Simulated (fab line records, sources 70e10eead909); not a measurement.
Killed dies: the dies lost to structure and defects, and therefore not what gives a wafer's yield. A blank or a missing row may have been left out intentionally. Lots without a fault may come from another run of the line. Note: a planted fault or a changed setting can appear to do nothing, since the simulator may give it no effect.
fab line records ; flow nandHarc
record lots=12; wafers=34; lastDay=25
route steps=1159 shown P_M1@312 P_M2@330 END@1159
lots untouched by any fault: they come from a run of this same line in which no faults occurred
startH: hours from the record's first day to the start of the lot's first wafer shown ; waitH: hours elapsed since this lot's preceding step ; " same as the row above ; L1.1+2: one row covering several wafers at once ; - no value present, or no start provided ; * or withheld: withheld ; < > ~ a bound
route shown NAME@n: names a module that has steps shown in the file, with the first one's number in the route ; usual: mean/standard deviation taken from wafers without a fault ; same: alike in all rows ; chamber/n: place in a boat ; sites: each site's reading ; _std_site: how widely they spread, as a standard deviation ; _edge_site: mean of outer sites minus mean of inner sites ; radiusMm: for every site, how far away it sits from the centre of the wafer ; mask NAME#n: copy n ; behind: the most recent tool/chamber to have shaped the wafer ; hold: what put the lot on hold/how long, in hours/how the hold closed ; device: the n, p or np transistor that did not switch ; end of line: at the end of the route, the tests of the same wafers ; a step given without rows: its recipe and nothing more ; killed: not the wafer's yield, but the dies lost to structure and defects at the first sort ; map: the dies of a wafer, with x for killed, . for not killed, _ for no die there
set.NAME: the setting the step ran with; set.NAME@STEP: the setting that earlier step ran with ; model.NAME: the simulator's own value behind a step, which no gauge read
a sample of lots followed through the steps of the route, with each step as a table and each wafer as a row
services: when a tool's chamber went out of use (startH, in hours from the record's first day, below 0 if earlier), for how many hours, and the reason
## steps
# step NHARC_P_M1_THK_MEAS_24
# recipe thkMeasGauge=xrf
# usual thkNm=157.2/1.8
lot.wafer;tool;chamber;startH;waitH;thkNm
L647.2;filmMetro-01;-;118.29;-;158.0
L647.4;filmMetro-01;-;118.29;-;158.1
L647.6;filmMetro-01;-;118.29;-;158.9
L648.4;filmMetro-01;-;130.89;-;156.6
L648.5;filmMetro-01;-;130.89;-;153.6
L648.6;filmMetro-01;-;130.89;-;157.8
L649.1;filmMetro-01;-;137.16;-;157.1
L649.4;filmMetro-01;-;137.16;-;154.5
L649.6;filmMetro-01;-;137.16;-;154.4
L651.3;filmMetro-01;-;146.72;-;157.1
L651.5;filmMetro-01;-;146.72;-;158.4
L651.6;filmMetro-01;-;146.72;-;156.4
L652.1;filmMetro-01;-;151.18;-;157.4
L652.2;filmMetro-01;-;151.18;-;158.0
L652.5;filmMetro-01;-;151.18;-;156.4
L655.3;filmMetro-02;-;170.44;-;155.6
L655.4;filmMetro-02;-;170.44;-;153.4
L655.5;filmMetro-02;-;170.44;-;153.9
L654.1;filmMetro-01;-;171.18;-;158.6
L654.4;filmMetro-01;-;171.18;-;158.8
L654.5;filmMetro-01;-;171.18;-;159.7
L658.1;filmMetro-01;-;183.05;-;158.0
L658.2;filmMetro-01;-;183.05;-;156.6
L658.3;filmMetro-01;-;183.05;-;155.9
L657.1;filmMetro-01;-;183.28;-;158.4
L661.1;filmMetro-01;-;203.60;-;157.9
L661.3;filmMetro-01;-;203.60;-;155.9
L661.5;filmMetro-01;-;203.60;-;157.4
L668.1;filmMetro-02;-;248.84;-;154.9
L668.3;filmMetro-02;-;248.84;-;158.2
L668.5;filmMetro-02;-;248.84;-;157.2
L669.3;filmMetro-01;-;254.43;-;157.5
L669.5;filmMetro-01;-;254.43;-;157.8
L669.6;filmMetro-01;-;254.43;-;154.7
# step NHARC_P_M1_PRE_CLEAN_32
# recipe timeS=12; tempC=370; rfPowerW=300; gas=NH3
# usual heaterPowerW=647/74; rfFwdPowerW=292.5/0.88
lot.wafer;tool;chamber;startH;waitH;heaterPowerW;rfFwdPowerW
L647.2;pecvd-02;1;118.65;0.2;654;292.4
L647.6;pecvd-02;2;118.65;0.2;642;293.2
L647.4;pecvd-02;0;118.65;0.2;682;291.1
L648.6;pecvd-02;0;131.15;0.1;690;292.0
L648.5;pecvd-02;1;131.15;0.1;655;292.6
L648.4;pecvd-02;2;131.15;0.1;634;293.1
L649.1;pecvd-02;1;137.40;0.1;639;291.2
L649.4;pecvd-02;0;137.40;0.1;731;292.2
L649.6;pecvd-02;2;137.40;0.1;672;293.2
L651.3;pecvd-03;0;146.96;0.1;585;293.4
L651.5;pecvd-03;0;146.96;0.1;589;291.9
L651.6;pecvd-03;1;146.96;0.1;538;293.2
L652.2;pecvd-03;0;151.40;0.1;644;293.4
L652.1;pecvd-03;1;151.40;0.1;541;292.5
L652.5;pecvd-03;1;151.40;0.1;551;291.1
L655.3;pecvd-02;0;170.66;0.1;683;292.4
L655.4;pecvd-02;1;170.66;0.1;702;293.1
L655.5;pecvd-02;2;170.66;0.1;645;290.6
L654.1;pecvd-02;0;171.43;0.1;681;292.1
L654.5;pecvd-02;1;171.43;0.1;679;291.2
L654.4;pecvd-02;2;171.43;0.1;688;292.8
L658.1;pecvd-02;1;183.28;0.1;575;292.8
L658.2;pecvd-02;2;183.28;0.1;729;292.0
L658.3;pecvd-02;0;183.28;0.1;618;292.7
L657.1;pecvd-03;1;183.50;0.1;463;293.2
L661.1;pecvd-02;0;203.84;0.1;612;293.3
L661.3;pecvd-02;1;203.84;0.1;656;292.5
L661.5;pecvd-02;1;203.84;0.1;664;291.3
L668.1;pecvd-03;0;249.06;0.1;632;290.7
L668.3;pecvd-03;1;249.06;0.1;558;293.4
L668.5;pecvd-03;1;249.06;0.1;536;292.8
L669.3;pecvd-03;2;254.67;0.1;708;291.8
L669.5;pecvd-03;2;254.67;0.1;757;291.1
L669.6;pecvd-03;0;254.67;0.1;686;292.2
# step NHARC_P_M2_INSPECT_11
# usual rawDefectCount=4.6/2.2
lot.wafer;tool;chamber;startH;waitH;rawDefectCount
L647.2;defectInspect-01;-;120.08;0.0;2
L647.4;defectInspect-01;-;120.08;0.0;2
L647.6;defectInspect-01;-;120.08;0.0;2
L648.4;defectInspect-01;-;132.45;0.0;4
L648.5;defectInspect-01;-;132.45;0.0;4
L648.6;defectInspect-01;-;132.45;0.0;3
L649.1;defectInspect-01;-;138.85;0.0;11
L649.4;defectInspect-01;-;138.85;0.0;9
L649.6;defectInspect-01;-;138.85;0.0;10
L651.3;defectInspect-02;-;148.54;0.0;6
L651.5;defectInspect-02;-;148.54;0.0;6
L651.6;defectInspect-02;-;148.54;0.0;6
L652.1;defectInspect-02;-;153.02;0.0;4
L652.2;defectInspect-02;-;153.02;0.0;7
L652.5;defectInspect-02;-;153.02;0.0;1
L655.3;defectInspect-02;-;172.09;0.0;7
L655.4;defectInspect-02;-;172.09;0.0;5
L655.5;defectInspect-02;-;172.09;0.0;4
L654.1;defectInspect-01;-;172.85;0.0;5
L654.4;defectInspect-01;-;172.85;0.0;6
L654.5;defectInspect-01;-;172.85;0.0;6
L658.1;defectInspect-01;-;184.73;0.0;4
L658.2;defectInspect-01;-;184.73;0.0;4
L658.3;defectInspect-01;-;184.73;0.0;3
L657.1;defectInspect-02;-;184.93;0.0;4
L661.1;defectInspect-02;-;205.26;0.0;3
L661.3;defectInspect-02;-;205.26;0.0;3
L661.5;defectInspect-02;-;205.26;0.0;2
L668.1;defectInspect-02;-;250.41;0.0;4
L668.3;defectInspect-02;-;250.41;0.0;5
L668.5;defectInspect-02;-;250.41;0.0;4
L669.3;defectInspect-02;-;256.01;0.0;3
L669.5;defectInspect-02;-;256.01;0.0;4
L669.6;defectInspect-02;-;256.01;0.0;1
# step NHARC_P_M2_ETCH_35
# recipe targetDepthA=400; overetchA=120; timeS=43.94; ionEnergyEv=200; n2FlowSccm=150; h2FlowSccm=150; arFlowSccm=0; rfW=400; biasW=150; chemistry=N2/H2
# usual chamberPressureMTorr=30.001/0.027; drypumpMotorCurrentA=5.7/0.58; h2FlowSccm=150.0/0.45; oesProductAu=0.997/0.011; rfFwdPowerW=394.5/1.7; rfVppV=431.1/2.8; runLengthS=65.3/0.52; showerheadPlenumPTorr=2.06/0.099; throttleValvePct=14.172/0.009
lot.wafer;tool;chamber;startH;waitH;chamberPressureMTorr;drypumpMotorCurrentA;h2FlowSccm;oesProductAu;rfFwdPowerW;rfHoursCounterH;rfVppV;runLengthS;showerheadPlenumPTorr;throttleValvePct
L647.4;rieDiel-13;2;120.31;0.2;29.998;5.0;150.5;1.002;396.1;4;429.6;65.6;2.02;14.170
L647.2;rieDiel-13;3;120.31;0.2;29.963;6.1;150.5;0.976;393.9;4;435.1;65.0;2.22;14.174
L647.6;rieDiel-13;2;120.31;0.2;29.968;5.0;149.9;0.996;397.5;-;429.6;65.4;2.02;14.158
L648.6;rieDiel-02;3;132.63;0.1;29.948;6.7;151.1;0.998;395.6;-;433.0;65.7;2.13;14.152
L648.5;rieDiel-02;1;132.63;0.1;30.052;5.2;149.9;0.998;395.5;-;428.9;66.5;1.95;14.168
L648.4;rieDiel-02;2;132.63;0.1;30.007;5.3;150.7;1.019;393.7;-;431.5;65.4;2.00;14.179
L649.4;rieDiel-02;1;139.00;0.1;30.015;5.1;149.8;0.984;395.1;5;427.5;65.8;1.95;14.168
L649.1;rieDiel-02;0;139.00;0.1;29.986;5.5;150.2;0.977;393.6;5;433.4;65.6;2.19;14.175
L649.6;rieDiel-02;1;139.00;0.1;29.963;5.2;149.7;0.989;393.1;-;427.5;65.8;1.95;14.145
L651.3;rieDiel-02;3;148.70;0.1;30.029;6.7;149.7;1.002;397.4;6;432.4;65.2;2.13;14.158
L651.6;rieDiel-02;0;148.70;0.1;29.993;5.5;149.4;0.985;393.2;-;435.4;64.9;2.19;14.162
L651.5;rieDiel-02;1;148.70;0.1;29.997;5.2;149.6;0.994;395.6;-;428.8;66.4;1.95;14.163
L652.1;rieDiel-03;1;153.21;0.1;30.016;5.4;150.5;1.012;395.8;20;433.8;64.8;2.20;14.173
L652.2;rieDiel-03;2;153.21;0.1;29.998;5.8;149.8;1.005;394.5;21;429.9;64.4;2.06;14.151
L652.5;rieDiel-03;2;153.21;0.1;29.998;5.8;150.1;1.010;394.4;-;430.9;64.4;2.06;14.179
L655.4;rieDiel-02;2;172.24;0.1;29.982;5.3;149.8;0.992;394.3;1;429.2;65.2;2.00;14.178
L655.3;rieDiel-02;0;172.24;0.1;29.981;5.5;150.1;0.978;393.6;0;434.6;65.0;2.19;14.170
L655.5;rieDiel-02;1;172.24;0.1;29.969;5.2;150.3;1.010;394.8;-;427.7;66.1;1.95;14.167
L654.1;rieDiel-03;3;173.08;0.2;30.055;6.5;150.6;1.013;393.6;23;427.3;64.9;1.95;14.166
L654.4;rieDiel-03;0;173.08;0.2;30.037;5.9;149.7;1.003;393.4;22;427.9;64.5;1.99;14.172
L654.5;rieDiel-03;3;173.08;0.2;29.998;6.5;150.1;1.003;394.4;-;429.6;64.9;1.95;14.161
L658.2;rieDiel-02;1;184.88;0.1;30.033;5.1;150.6;0.995;392.5;1;428.6;65.9;1.95;14.164
L658.3;rieDiel-02;3;184.88;0.1;30.007;6.7;149.9;0.997;-;1;432.0;52.4;2.13;14.180
L658.1;rieDiel-02;0;184.88;0.1;29.932;5.5;149.6;0.981;394.4;1;434.8;65.0;2.19;14.165
L657.1;rieDiel-02;3;185.10;0.1;30.005;6.7;151.1;0.988;-;1;432.4;52.6;2.13;14.172
L661.1;rieDiel-13;3;205.40;0.1;30.013;6.2;149.9;0.999;397.2;30;436.8;65.6;2.21;14.173
L661.3;rieDiel-13;1;205.40;0.1;30.010;6.0;150.0;0.988;394.5;30;429.6;65.3;2.00;14.170
L661.5;rieDiel-13;0;205.40;0.1;30.043;6.2;149.9;1.010;392.0;-;428.1;65.2;1.94;14.180
L668.3;rieDiel-03;0;250.58;0.1;30.005;5.8;150.4;0.992;393.6;5;428.3;64.6;1.99;14.159
L668.1;rieDiel-03;2;250.58;0.1;29.986;5.8;149.5;1.013;395.4;5;431.9;64.5;2.06;14.174
L668.5;rieDiel-03;2;250.58;0.1;30.032;5.8;150.2;1.024;395.1;-;432.1;64.6;2.06;14.159
L669.3;rieDiel-03;0;256.27;0.2;29.978;5.8;150.6;0.993;395.4;7;429.9;64.6;1.99;14.175
L669.6;rieDiel-03;0;256.27;0.2;29.999;5.8;149.9;0.996;393.4;-;429.5;64.9;1.99;14.189
L669.5;rieDiel-03;3;256.27;0.2;30.000;6.5;149.4;1.013;394.7;-;428.0;65.4;1.94;14.162
# step NHARC_END_SORT_01
# recipe tempC=25
# usual defectLimitedYield=95.3/1.6; killedAtArray=27/11; killedAtOther=0.7/1.1; killedAtPeriphery=3.6/2.4; killedDies=32/11; killedOpen=3.3/1.8; killedShort=2.1/1.5; sort_bin_2_pct=1.4/0.64; sort_bin_3_pct=0.29/0.22; sort_bin_4_pct=3.0/1.1; sortNPass=645/11; sortRimYieldPct=95/3.5; sortYieldPct=95.3/1.6
# same grossDies=677; sort_bin_5_pct[%]=0; sort_bin_6_pct[%]=0; sort_bin_7_pct[%]=0; sort_bin_8_pct[%]=0; sortRimNGross=106.00
lot.wafer;tool;chamber;startH;waitH;defectLimitedYield[%];killedAtArray;killedAtOther;killedAtPeriphery;killedDies;killedOpen;killedShort;sort_bin_2_pct[%];sort_bin_3_pct[%];sort_bin_4_pct[%];sortNPass;sortRimYieldPct[%];sortYieldPct[%]
L654.1;prober-02;0;494.34;2.5;94.2;35;0;4;39;1;2;2.2;0;3.5;638;99;94.2
L654.4;prober-02;0;496.74;3.4;95.1;25;1;7;33;3;2;1.9;0;3.0;644;88;95.1
L654.5;prober-02;0;497.55;3.7;94.4;32;0;6;38;3;4;1.0;0.30;4.3;639;92;94.4
L658.1;prober-01;0;502.19;2.5;94.1;35;2;3;40;3;4;1.0;0.44;4.4;637;92;94.1
L658.2;prober-01;0;502.99;2.8;92.0;50;0;4;54;6;4;2.4;0.59;5.0;623;98;92.0
L658.3;prober-01;0;503.78;3.1;94.2;37;0;2;39;2;3;3.0;0.74;2.1;638;99;94.2
# killed by level:class
L654.1 A_CHANNEL_HOLE_D1:chamberFilmFlake=20 A_SLIT:chamberFilmFlake=11 P_ZERO_WELL:chamberFilmFlake=3 P_M0:geometricParticle:open=1 A_SOURCE_PLATE:geometricParticle:short=1 A_WL_FILL:geometricParticle:short=1 A_STAIRCASE:chamberFilmFlake=1 A_CONTACT:chamberFilmFlake=1
L654.4 A_CHANNEL_HOLE_D1:chamberFilmFlake=13 A_SLIT:chamberFilmFlake=6 P_M0:geometricParticle:open=2 P_GATE:chamberFilmFlake=2 A_STAIRCASE:chamberFilmFlake=2 P_M1:geometricParticle:open=1 A_WL_FILL:geometricParticle:short=1 A_CONTACT:geometricParticle:short=1
L654.5 A_CHANNEL_HOLE_D1:chamberFilmFlake=16 A_SLIT:chamberFilmFlake=7 P_ZERO_WELL:chamberFilmFlake=2 A_STAIRCASE:chamberFilmFlake=2 A_CONTACT:chamberFilmFlake=2 P_CONTACT:geometricParticle:open=1 P_M0:geometricParticle:short=1 A_CHANNEL_FILL_D1:geometricParticle:open=1
L658.1 A_CHANNEL_HOLE_D1:chamberFilmFlake=12 A_STAIRCASE:chamberFilmFlake=12 A_SLIT:chamberFilmFlake=5 A_CONTACT:chamberFilmFlake=2 P_GATE:geometricParticle:open=1 P_M2:geometricParticle:open=1 A_ONON_D1:geometricParticle:short=1 A_CHANNEL_FILL_D1:geometricParticle:open=1
L658.2 A_CHANNEL_HOLE_D1:chamberFilmFlake=24 A_SLIT:chamberFilmFlake=14 A_CONTACT:geometricParticle:open=2 P_STI:chamberFilmFlake=2 A_STAIRCASE:chamberFilmFlake=2 A_CONTACT:chamberFilmFlake=2 P_GATE:geometricParticle:open=1 P_CONTACT:geometricParticle:open=1
L658.3 A_CHANNEL_HOLE_D1:chamberFilmFlake=19 A_SLIT:chamberFilmFlake=10 A_ONON_D1:geometricParticle:open=2 A_CONTACT:chamberFilmFlake=2 P_M0:geometricParticle:short=1 A_CHANNEL_FILL_D1:geometricParticle:short=1 A_WL_FILL:geometricParticle:short=1 P_STI:chamberFilmFlake=1
## services
tool;chamber;startH;hours;kind
rieDiel-13;-;99.04;9.0;pm
rieDiel-02;0;105.22;-;clean
rieDiel-02;1;105.22;-;clean
rieDiel-02;2;105.22;-;clean
rieDiel-02;3;105.22;-;clean
pecvd-03;-;111.05;13.0;pm
rieDiel-02;0;117.98;14.8;repair
rieDiel-02;1;129.72;-;clean
rieDiel-02;2;129.72;-;clean
rieDiel-02;3;129.72;-;clean
pecvd-02;-;145.32;0.5;repair
rieDiel-03;0;146.55;8.5;repair
rieDiel-03;3;147.82;10.4;repair
rieDiel-02;-;150.70;9.0;pm
pecvd-02;-;153.17;13.0;pm
pecvd-02;0;153.17;13.0;ventCycle
pecvd-02;1;153.17;13.0;ventCycle
pecvd-02;2;153.17;13.0;ventCycle
pecvd-02;0;166.17;-;clean
pecvd-02;1;166.17;-;clean
pecvd-02;2;166.17;-;clean
rieDiel-03;-;215.31;9.0;pm
rieDiel-03;1;250.35;7.0;repair
rieDiel-02;-;254.53;0.7;repair
## key
firstSign step=NHARC_P_M2_ETCH_35; reading=runLengthS; direction=down; sigmas=25; usual=*; struck=*
effect none on later readings
metAt NHARC_P_M2_ETCH_35
struckLots L657,L658
struckWafers L657.1,L658.3
rowsEnd L657.1
notActingAt NHARC_P_M1_THK_MEAS_24,NHARC_P_M1_PRE_CLEAN_32,NHARC_P_M2_INSPECT_11
onsetBetween 148.70 184.88
earlierFault kind=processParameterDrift; tool=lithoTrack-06; chamber=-; onsetH=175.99; steps=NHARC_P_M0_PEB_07; channel=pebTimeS; offset=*; shape=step; actsIn=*; stated=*
fault kind=processParameterDrift; tool=rieDiel-02; chamber=3; onsetH=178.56; steps=NHARC_P_M2_ETCH_35; channel=timeS; offset=*; shape=step; actsIn=*; stated=*
# rowsEnd: these wafers met a further fault down the route, and their rows from its step on are left out
